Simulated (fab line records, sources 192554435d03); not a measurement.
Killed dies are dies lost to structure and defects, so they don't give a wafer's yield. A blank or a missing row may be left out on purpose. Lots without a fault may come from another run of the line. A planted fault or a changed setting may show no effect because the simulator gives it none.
Which tool did it? | flow n5_finfet | 8 lots, 22 wafers sampled, at 2 steps of a route of 1938

WHAT THE GAUGES READ, wafer by wafer
N5_BEOL_M12_CD_MEAS_28: target cd 160.2 nm.
lot  | measured     | on        | cd_nm (nm)
L719 | day 11 13:26 | cd_sem-02 | 160.8 160.2 162.5
L718 | day 11 18:25 | cd_sem-02 | 160.3 158.6 158.4
L730 | day 14 06:52 | cd_sem-01 | 160.3 177.7
L729 | day 14 07:20 | cd_sem-01 | 159.9 177.5
L733 | day 14 17:46 | cd_sem-01 | 158.5 159.6 161.1
L731 | day 14 19:40 | cd_sem-03 | 160.5 159.7 159.5
L736 | day 15 06:58 | cd_sem-03 | 158.5 159.9 158.9
L741 | day 16 21:29 | cd_sem-01 | 158.4 160.1 160.4

WHICH TOOL RAN EACH LOT (tool, then ch and the chambers of the sampled wafers, then the start)
lot  | N5_BEOL_M12_EXPOSE_25
L719 | krf_scanner-02 ch 0, day 11 13:16
L718 | krf_scanner-02 ch 0, day 11 18:16
L730 | krf_scanner-02 ch 0, day 14 06:43
L729 | krf_scanner-02 ch 0, day 14 07:10
L733 | krf_scanner-01 ch 0, day 14 17:36
L731 | krf_scanner-01 ch 0, day 14 19:29
L736 | krf_scanner-01 ch 0, day 15 06:47
L741 | krf_scanner-01 ch 0, day 16 21:19
- N5_BEOL_M12_EXPOSE_25: exposes mask M12.

THE ANSWER, worked out from the rows above alone
Rule: what is usual is taken from the lots themselves. Put in order of their means at a reading, lots are off if they are a third of the lots or fewer, leave a main group of 4 or more, and stand apart from it by a gap of 3 or more times the standard deviation of the main group's means; of several such gaps the widest counts. A main group whose means are all the same, to the digits that the tables above print for the reading, isn't used. A lot without any number at a reading at which 4 lots or more have one is off too. The other lots that the step has rows for count as sound.
Off: L730, L729, at N5_BEOL_M12_CD_MEAS_28 (cd_nm). The main group: mean 159.8 nm, standard deviation 0.69.
A tool fits if, at a process step before that reading, it ran every lot that is off, and no sound lot after the first of them. The gauges at N5_BEOL_M12_CD_MEAS_28 are tried like those tools. One fits: krf_scanner-02 at N5_BEOL_M12_EXPOSE_25. Its last sound lot is L718 (day 11 18:16), its first lot that is off L730 (day 14 06:43): a fault that began between those two fits.

WHAT THE SIMULATOR HAD PUT IN
Process parameter drift: krf_scanner-02, from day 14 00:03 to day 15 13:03, at N5_BEOL_M12_EXPOSE_25. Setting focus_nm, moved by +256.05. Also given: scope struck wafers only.
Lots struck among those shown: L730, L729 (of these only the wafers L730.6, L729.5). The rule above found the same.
